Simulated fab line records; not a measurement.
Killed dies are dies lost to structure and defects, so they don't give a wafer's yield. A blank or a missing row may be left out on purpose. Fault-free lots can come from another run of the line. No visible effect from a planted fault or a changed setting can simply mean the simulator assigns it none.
fab line records ; flow n5_finfet
[record] lots = 7; wafers = 39
route steps=1938 shown WELL_APT@32 DUMMY_GATE@237 SD_EPI_P@307 HKMG_FIN@403 BEOL_M4@1111
start_h: hours from the record's opening day to when the first of the lot's shown wafers began ; wait_h: hours elapsed since this lot's preceding step ; " the same as in the row above ; L1.1+2: a row that stands for several wafers ; - either no value or no given start ; * or withheld: withheld ; < > ~ a bound
route shown NAME@n: a module of which the file shows steps, and the number in the route of the first ; usual: mean/standard deviation of fault-free wafers ; same: alike in all rows ; chamber/n: place in a boat ; sites: the reading at each site ; _std_site: standard deviation of those values ; _edge_site: outer sites' mean less inner sites' ; radius_mm: how far each site lies from the wafer's centre ; mask NAME#n: copy n ; behind: tool/chamber where the wafer was last shaped ; hold: why the lot went on hold/how many hours it stayed there/how the hold came to an end ; device: transistor that didn't switch, given as n, p or np ; end of line: tests of these same wafers at the route's end ; a step given without rows: its recipe and nothing more ; killed: the dies lost at the first sort to structure and to defects; this is not the yield of the wafer ; map: a wafer's dies, marking killed ones x, the rest . and places with no die _
set.NAME: the setting as run; set.NAME@STEP: as run at that earlier step ; model.NAME: the simulator's own value behind a step, which no gauge read
lots run with intentionally changed settings; tables by step, rows by wafer
[[steps]]
[step N5_WELL_APT_IMPLANT_14]
[recipe] species = P; energy_kev = 160; dose_cm2 = 1.5e+13; tilt_deg = 0; rotation_deg = 0
[step N5_DUMMY_GATE_ETCH_37]
[recipe] chemistry = N2/H2; target = SOC; target_depth_a = 600; overetch_a = 300; temp_c = 40; ion_energy_ev = 200; pressure_mtorr = 30; source_w = 840; bias_w = 150; n2_flow_sccm = 200; h2_flow_sccm = 200
[step N5_DUMMY_GATE_ETCH_44]
[recipe] chemistry = HBr/O2; over_etch_frac = 0.7; target_depth_a = 1275; stop_on = SiO2; ion_energy_ev = 60; bias_w = 20; target = poly-Si; mask_material = SiO2; pressure_mtorr = 20; icp_w = 400; HBr_flow_sccm = 120; O2_flow_sccm = 10
[step N5_DUMMY_GATE_ETCH_42]
[recipe] chemistry = CHF3/O2; target = SiO2; target_depth_a = 35; time_s = 31; ion_energy_ev = 30; bias_w = 12; pressure_mtorr = 30; source_w = 600; Ar_flow_sccm = 200; CHF3_flow_sccm = 50; O2_flow_sccm = 5
[step N5_SD_EPI_P_ETCH_36]
[recipe] chemistry = CF4; target = SiARC; target_depth_a = 455; mask_material = CAR-ArF-block; time_s = 75.8; ion_energy_ev = 80; pressure_mtorr = 40; source_w = 545; bias_w = 36; Ar_flow_sccm = 100; cf4_flow_sccm = 100; ends = cleared
[step N5_HKMG_FIN_ETCH_55]
[recipe] chemistry = N2/H2; target = SOC; target_depth_a = 2400; temp_c = 40; time_s = 300; ion_energy_ev = 200; mask_material = SiARC; pressure_mtorr = 30; source_w = 840; bias_w = 150; n2_flow_sccm = 200; h2_flow_sccm = 200
[step N5_HKMG_FIN_ALD_79]
[recipe] material = TiN; target_thk_a = 15; temp_c = 400; ald_precursor_family = TiCl4; ald_co_reactant = NH3; pulse_time_s = 1; purge_time_s = 3; co_reactant_purge_time_s = 2; co_reactant_pulse_time_s = 2; ald_cycles = 68; pressure_torr = 3
[step N5_BEOL_M4_RC_MEAS_101]
[usual] RS_NWELL = 1037/6.6
lot.wafer;tool;chamber;start_h;wait_h;set.energy_kev@WELL_APT_IMPLANT_14;set.source_w@DUMMY_GATE_ETCH_37;set.target_depth_a@DUMMY_GATE_ETCH_44;set.bias_w@DUMMY_GATE_ETCH_42;set.bias_w@SD_EPI_P_ETCH_36;set.bias_w@HKMG_FIN_ETCH_55;set.co_reactant_pulse_time_s@HKMG_FIN_ALD_79;RS_NWELL[ohm/sq]
L075.3;prober-01;0;210.35;0.3;160;840;1275;12;36;150;2;1046
L075.5;prober-01;0;210.35;0.3;160;840;1275;12;36;150;2;1044
L075.6;prober-01;0;210.35;0.3;160;840;1275;12;36;150;2;1040
L076.1;prober-01;0;228.39;0.0;160;783.9;1353;10.29;36;150;2;1029
L076.2;prober-01;0;228.39;0.0;160;840;1353;10.29;36;150;2;1038
L076.3;prober-01;0;228.39;0.0;160;783.9;1275;12;36;150;2;1039
L076.4;prober-01;0;228.39;0.0;160;840;1275;10.29;36;150;2;1027
L076.5;prober-01;0;228.39;0.0;160;840;1275;12;36;150;2;1030
L076.6;prober-01;0;228.39;0.0;160;783.9;1353;12;36;150;2;1036
L088.1;prober-02;0;354.88;0.0;160;840;1275;13.82;36;150;2.281;1038
L088.2;prober-02;0;354.88;0.0;160;975.4;1275;13.82;34.03;150;2;1026
L088.3;prober-02;0;354.88;0.0;172.2;975.4;1136;13.82;34.03;128.1;2.281;995
L088.4;prober-02;0;354.88;0.0;160;840;1136;12;36;150;2.281;1035
L088.5;prober-02;0;354.88;0.0;172.2;975.4;1275;12;36;128.1;2;993
L088.6;prober-02;0;354.88;0.0;172.2;840;1136;12;34.03;128.1;2;991
L095.1;prober-01;0;368.20;0.0;160;840;1376;12;33.91;150;2.193;1039
L095.2;prober-01;0;368.20;0.0;160;840;1275;12;33.91;138.8;2;1038
L095.3;prober-01;0;368.20;0.0;142.1;840;1376;12;33.91;138.8;2.193;1102
L095.4;prober-01;0;368.20;0.0;160;840;1275;12;36;150;2;1036
L095.5;prober-01;0;368.20;0.0;142.1;840;1376;12;36;150;2;1098
L095.6;prober-01;0;368.20;0.0;142.1;840;1275;12;36;138.8;2.193;1097
L091.1;prober-01;0;376.28;0.0;160;886.6;1275;10.23;36;150;2;1040
L091.2;prober-01;0;376.28;0.0;160;886.6;1275;12;36;142.6;2;1033
L091.3;prober-01;0;376.28;0.0;160;840;1275;10.23;36;142.6;2.316;1024
L091.4;prober-01;0;376.28;0.0;160;840;1275;12;36;142.6;2;1033
L091.5;prober-01;0;376.28;0.0;160;840;1275;12;36;150;2.316;1032
L091.6;prober-01;0;376.28;0.0;160;886.6;1275;10.23;36;150;2.316;1036
L094.1;prober-02;0;390.06;0.0;160;840;1340;12;42.85;150;2;1042
L094.2;prober-02;0;390.06;0.0;160;840;1275;12;36;137.2;2;1046
L094.3;prober-02;0;390.06;0.0;153.4;918.1;1340;12;36;137.2;2.131;1059
L094.4;prober-02;0;390.06;0.0;153.4;840;1275;12;42.85;150;2.131;1061
L094.5;prober-02;0;390.06;0.0;160;918.1;1340;12;42.85;137.2;2.131;1043
L094.6;prober-02;0;390.06;0.0;153.4;918.1;1275;12;36;150;2;1072
L093.1;prober-02;0;391.34;0.0;160;890.3;1275;12;36;150;2;1039
L093.2;prober-02;0;391.34;0.0;160;890.3;1437;12;31.77;171.5;2;1040
L093.3;prober-02;0;391.34;0.0;160;840;1275;10.7;31.77;150;2;1034
L093.4;prober-02;0;391.34;0.0;160;840;1275;12;36;171.5;2;1045
L093.5;prober-02;0;391.34;0.0;160;890.3;1437;10.7;31.77;150;2;1029
L093.6;prober-02;0;391.34;0.0;160;840;1437;10.7;36;171.5;2;1033
[[key]]
[split] step = N5_WELL_APT_IMPLANT_14; setting = energy_kev; stated_as = 160
[response] step = N5_BEOL_M4_RC_MEAS_101; reading = RS_NWELL; slope = -5.33; per = 1%; together_with = all; explained = 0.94
[split] step = N5_DUMMY_GATE_ETCH_37; setting = source_w; stated_as = 840
response none clear
[split] step = N5_DUMMY_GATE_ETCH_44; setting = target_depth_a; stated_as = 1275
response none clear
[split] step = N5_DUMMY_GATE_ETCH_42; setting = bias_w; stated_as = 12
response none clear
[split] step = N5_SD_EPI_P_ETCH_36; setting = bias_w; stated_as = 36
response none clear
[split] step = N5_HKMG_FIN_ETCH_55; setting = bias_w; stated_as = 150
response none clear
[split] step = N5_HKMG_FIN_ALD_79; setting = co_reactant_pulse_time_s; stated_as = 2
response none clear
